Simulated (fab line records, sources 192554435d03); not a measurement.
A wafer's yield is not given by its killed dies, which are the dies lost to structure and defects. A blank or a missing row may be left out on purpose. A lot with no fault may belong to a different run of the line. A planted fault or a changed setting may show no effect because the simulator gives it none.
Problem report, 8D (eight disciplines) form, completed by code + flow n5Finfet + the parts of the form that need people (team, actions taken, sign-off) are left out

== 1. WHAT IS WRONG ==
A mean of 121 is read at N5_PASSIVATION_PROBE_49 for killed_at_M0_to_M3, taken on 1 wafer of 1 lot, against 34 (standard deviation 8.9) on wafers free of any fault. That puts it +9.8 standard deviations away from the usual mean.
First seen on wafer L548.4, day 15 10:46, on prober-01. The record holds 23 wafers of 8 lots with a number at this step. Rule for "out" (also "out of limits"): further than 4 standard deviations from the usual mean. All remaining wafers that have a number are taken as sound.

== 2. WHAT THIS IS AND IS NOT ==
| question                    | is                                                                                               | is not                                                                                      |
|-----------------------------|--------------------------------------------------------------------------------------------------|---------------------------------------------------------------------------------------------|
| which readings at this step | killed_at_M0_to_M3, defectLimitedYield, killedDies, sort_bin_5_function, sortNPass, sortYieldPct | killed_at_M4_up, killedAtContacts, killedAtFrontEnd, killedAtOther, killedOpen, killedShort |
| which lots                  | L548                                                                                             | L536, L537, L538, L539, L550, L552, L554                                                    |
| which wafers of those lots  | L548.4                                                                                           | L548.1, L548.3                                                                              |
| read on which tools         | prober-01                                                                                        | prober-02                                                                                   |
| when                        | from day 15 10:46                                                                                | up to then (14 sound wafers); but 8 sound wafers of L550, L552, L554 came after             |

== 3. THE SUSPECTS, EACH WITH WHAT RULES IT OUT ==
Counting: a tool at a process step up to the reading stays a suspect if it ran every lot that is out. Sound lots after the first of them don't rule it out here, since some wafers of a struck lot are sound.
- aldMetal-01 at N5_BEOL_M3_ALD_84 (deposits TaN, pulse time 2 s, purge time 3 s, co reactant purge time 2 s): kept. It processed L548, the lot that is out, at day 10 05:28, and its most recent sound lot before then was L536 at day 7 05:56.
- rieDiel-05 at N5_BEOL_M15_VIA_ETCH_16 (etches SiO2 in C4F8/O2/Ar, target depth 1792.2 nm): kept. It processed L548, the lot that is out, at day 14 15:01, and its most recent sound lot before then was L537 at day 11 16:16.
- pecvd-03 at N5_BEOL_M15_DEP_53 (deposits SiCN from 3MS/NH3, target thk 50 nm, time 17.8 s): kept. It processed L548, the lot that is out, at day 14 19:20, and its most recent sound lot before then was L537 at day 11 20:29.
- pecvd-02 at N5_PASSIVATION_PECVD_00 (deposits SiO2 from SiH4/N2O, target thk 200 nm, time 11.2 s): kept. It processed L548, the lot that is out, at day 14 20:25, and its most recent sound lot before then was L539 at day 12 03:26.
- prober-01 at N5_PASSIVATION_PROBE_49: kept. It processed L548, the lot that is out, at day 15 10:37, and its most recent sound lot before then was L538 at day 12 13:34. Its own defectLimitedYield, killed_at_M0_to_M3, killedDies, sort_bin_5_function, sortNPass, sortYieldPct readings are out on those wafers.
- At N5_BEOL_M3_ALD_84, inside aldMetal-01: chamber 1 took the wafers that are out, while their sound lot-mates went through chambers 0, 2.
- At N5_BEOL_M15_DEP_53, inside pecvd-03: chamber 0 took the wafers that are out, while their sound lot-mates went through chambers 1, 2.
Left after counting: aldMetal-01 at N5_BEOL_M3_ALD_84, rieDiel-05 at N5_BEOL_M15_VIA_ETCH_16, pecvd-03 at N5_BEOL_M15_DEP_53, pecvd-02 at N5_PASSIVATION_PECVD_00, prober-01 at N5_PASSIVATION_PROBE_49.

== 4. THE CAUSE (what the simulator had put in) ==
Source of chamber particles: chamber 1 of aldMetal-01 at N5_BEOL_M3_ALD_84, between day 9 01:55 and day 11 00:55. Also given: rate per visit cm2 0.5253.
Counting leaves 5 suspects; this tool is one of them.

== 5. THE CHAIN OF EFFECTS, in route order ==
Each row: a reading where the mean over the struck wafers with a number is more than 3 standard deviations away from the usual. Only readings whose record carries a usual standard deviation are examined. hours: median over the lots of the time between each lot's start at the first step of this table that gives one and its start at this step. sigmas: the change, counted in usual standard deviations.
| hours | step                    | reading             | usual  | on struck wafers | change | sigmas |
|-------|-------------------------|---------------------|--------|------------------|--------|--------|
| 0     | N5_PASSIVATION_PROBE_49 | defectLimitedYield  | 91.4 % | 83.4             | -8.0   | -5.7   |
| 0     | N5_PASSIVATION_PROBE_49 | killed_at_M0_to_M3  | 34     | 121              | +87    | +9.8   |
| 0     | N5_PASSIVATION_PROBE_49 | killedDies          | 102    | 196              | +94    | +5.9   |
| 0     | N5_PASSIVATION_PROBE_49 | sort_bin_5_function | 5.1 %  | 10.9             | +5.8   | +6.5   |
| 0     | N5_PASSIVATION_PROBE_49 | sortNPass           | 1078   | 984              | -94    | -5.9   |
| 0     | N5_PASSIVATION_PROBE_49 | sortYieldPct        | 91.3 % | 83.4             | -7.9   | -5.6   |
Here are the process steps it includes:
- N5_PASSIVATION_PROBE_49

== 6. WHAT WOULD HAVE CAUGHT IT SOONER ==
First out-of-limits reading in this record: day 15 10:46, which is 153 hours after fault onset at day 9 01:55.
An alarm limit of 4 standard deviations would not have fired on the tool readings at N5_BEOL_M3_ALD_84 for which the record gives a usual standard deviation, since none of them was out on any struck wafer.
By day 15 10:46, every lot that is out (1) had started N5_BEOL_M3_ALD_84 on aldMetal-01. Had the tool been put on hold then, not one of them would have been saved.
